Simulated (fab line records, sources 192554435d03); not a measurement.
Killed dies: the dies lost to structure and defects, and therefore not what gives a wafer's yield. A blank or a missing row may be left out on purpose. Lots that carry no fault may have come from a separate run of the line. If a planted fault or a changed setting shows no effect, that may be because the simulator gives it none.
Split-lot trial	flow n5-finfet	7 lots, 21 wafers read, on a route of 1938 steps

== THE SPLIT ITSELF ==
At N5_BEOL_M7_ETCH_41 (etches SiCN in CH3F/O2, target depth 31.9 nm, time 57.8 s), the setting source-w was moved away from the recipe's 395 W on 5 of the 21 wafers read, by -15.4% to +14.7%. This setting was run at the recipe's value on the other wafers.

The split's own step is where the reading is taken.

== THE READING ==
rf-vpp-V, in V, at N5_BEOL_M7_ETCH_41 (etches SiCN in CH3F/O2, target depth 31.9 nm, time 57.8 s). A value of 297.4 V with a standard deviation of 1.8 V is what fault-free wafers of this fab line usually give.

wafer	tool, chamber at the split	source-w as run, W	against the recipe	rf-vpp-V, V	against lot-mates on the recipe
L076.1	rie-diel-05, 2	395	recipe	299.9	-
L076.3	rie-diel-05, 1	395	recipe	298.1	-
L076.6	rie-diel-05, 1	395	recipe	298.4	-
L075.1	rie-diel-05, 0	453.1	+14.7%	282.3	-15.6
L075.2	rie-diel-05, 2	395	recipe	298.9	-
L075.3	rie-diel-05, 3	395	recipe	297.0	-
L080.1	rie-diel-02, 0	395	recipe	296.8	-
L080.2	rie-diel-02, 1	439.9	+11.4%	287.8	-8.4
L080.4	rie-diel-02, 2	395	recipe	295.6	-
L082.1	rie-diel-02, 2	395	recipe	296.4	-
L082.3	rie-diel-02, 1	395	recipe	299.8	-
L082.5	rie-diel-02, 2	451.7	+14.4%	282.5	-15.6
L088.3	rie-diel-02, 1	395	recipe	300.1	-
L088.4	rie-diel-02, 3	350.3	-11.3%	310.5	+10.6
L088.6	rie-diel-02, 1	395	recipe	299.6	-
L094.2	rie-diel-06, 1	395	recipe	297.1	-
L094.4	rie-diel-06, 2	395	recipe	297.9	-
L094.6	rie-diel-06, 1	395	recipe	296.9	-
L096.2	rie-diel-02, 0	395	recipe	299.3	-
L096.4	rie-diel-02, 3	334.2	-15.4%	312.6	+13.0
L096.6	rie-diel-02, 1	395	recipe	299.9	-

FIT RESULTS
A straight line over all 21 wafers: rf-vpp-V changes by -1.02 V for each +1% of source-w; r = -0.98; the points scatter about the line by 1.4 V.
The same after taking each lot's own level away (the mean of its wafers on the recipe; 21 wafers): -0.947 V for each +1%; r = -0.98; scatter 1.2 V.
According to that fit, moving source-w by its largest amount changes the reading by 15 V.
Across the lots, their own levels run from 296.20 to 299.85 V, a range of 2.0 times the standard deviation given above.
Consequently the slope shifts little with the lot-to-lot level, the two slopes agreeing.
Check: for one of the wafers moved furthest among these (-15.4%), held out of the fit, the line's prediction against its lot-mates is +15.2 V. Against them it came out at +13 V.
Tool readings at the split's step, against how far the setting was moved: rf-vpp-V r = -0.98.

== THE WHOLE CHAIN: every reading that the file lists as answering this split, in the file's order ==
step	what it does	reading	change (the file's fit)	r (the file's)
N5_BEOL_M7_ETCH_41	etches SiCN in CH3F/O2, target depth 31.9 nm, time 57.8 s	rf-vpp-V	-0.95 V for each +1% of the setting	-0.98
N5_BEOL_M7_ETCH_41	etches SiCN in CH3F/O2, target depth 31.9 nm, time 57.8 s	etch.depth-nm (the simulator's own value, which no gauge read)	+0.0889 nm for each +1% of the setting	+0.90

== FILE'S OWN FIT ==
rf-vpp-V changes by -0.95 V for each +1% of source-w, r = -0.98.
